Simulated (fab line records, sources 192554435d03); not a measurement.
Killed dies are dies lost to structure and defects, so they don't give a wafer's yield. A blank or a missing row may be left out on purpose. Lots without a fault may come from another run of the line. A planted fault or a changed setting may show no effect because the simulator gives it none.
Which tool did it? | flow n5_finfet | 12 lots, 36 wafers sampled, at 2 steps of a route of 1938

WHAT THE GAUGES READ, wafer by wafer
N5_BEOL_M1_OVL_MEAS_29.
lot  | measured     | on         | V0_OVL (nm)
L075 | day 6 13:18  | overlay-02 | -1.3 -0.1 -0.1
L077 | day 6 20:35  | overlay-01 | -1.5 -1.6 -0.8
L079 | day 7 09:40  | overlay-01 | 0.0 -0.4 0.0
L081 | day 7 23:11  | overlay-02 | -0.1 0.1 -0.6
L083 | day 8 08:46  | overlay-02 | -1.3 -0.1 -0.3
L085 | day 9 02:52  | overlay-02 | -0.3 -0.2 -1.4
L086 | day 9 13:30  | overlay-01 | -0.7 -1.0 -0.4
L089 | day 9 22:00  | overlay-02 | -0.6 -0.5 -1.0
L091 | day 10 11:47 | overlay-02 | -0.8 -0.3 -0.1
L093 | day 10 18:19 | overlay-02 | 0.1 -0.3 -1.4
L096 | day 11 12:48 | overlay-01 | 0.1 0.6 0.4
L097 | day 12 05:00 | overlay-01 | -0.7 0.0 -1.5

WHICH TOOL RAN EACH LOT (tool, then ch and the chambers of the sampled wafers, then the start)
lot  | N5_BEOL_M1_PECVD_72
L075 | pecvd-04 ch 0,1, day 6 10:25
L077 | pecvd-04 ch 0,1,2, day 6 18:06
L079 | pecvd-02 ch 0,2, day 7 06:14
L081 | pecvd-01 ch 0,1, day 7 20:03
L083 | pecvd-02 ch 0,2, day 8 06:17
L085 | pecvd-02 ch 0,2, day 8 23:52
L086 | pecvd-02 ch 1,2, day 9 07:37
L089 | pecvd-04 ch 0,1, day 9 19:16
L091 | pecvd-02 ch 0,2, day 10 08:50
L093 | pecvd-04 ch 1,2, day 10 16:17
L096 | pecvd-02 ch 1,2, day 11 11:09
L097 | pecvd-01 ch 0,2, day 12 00:38
- N5_BEOL_M1_PECVD_72: deposits SiO2 from TEOS/O2, target thk 16 nm, time 18 s.

THE ANSWER, worked out from the rows above alone
Rule: what is usual is taken from the lots themselves. Put in order of their means at a reading, lots are off if they are a third of the lots or fewer, leave a main group of 4 or more, and stand apart from it by a gap of 3 or more times the standard deviation of the main group's means; of several such gaps the widest counts. A main group whose means are all the same, to the digits that the tables above print for the reading, isn't used. A lot without any number at a reading at which 4 lots or more have one is off too. The other lots that the step has rows for count as sound.
No lot is off at any reading shown: from this, nothing can be told.

WHAT THE SIMULATOR HAD PUT IN
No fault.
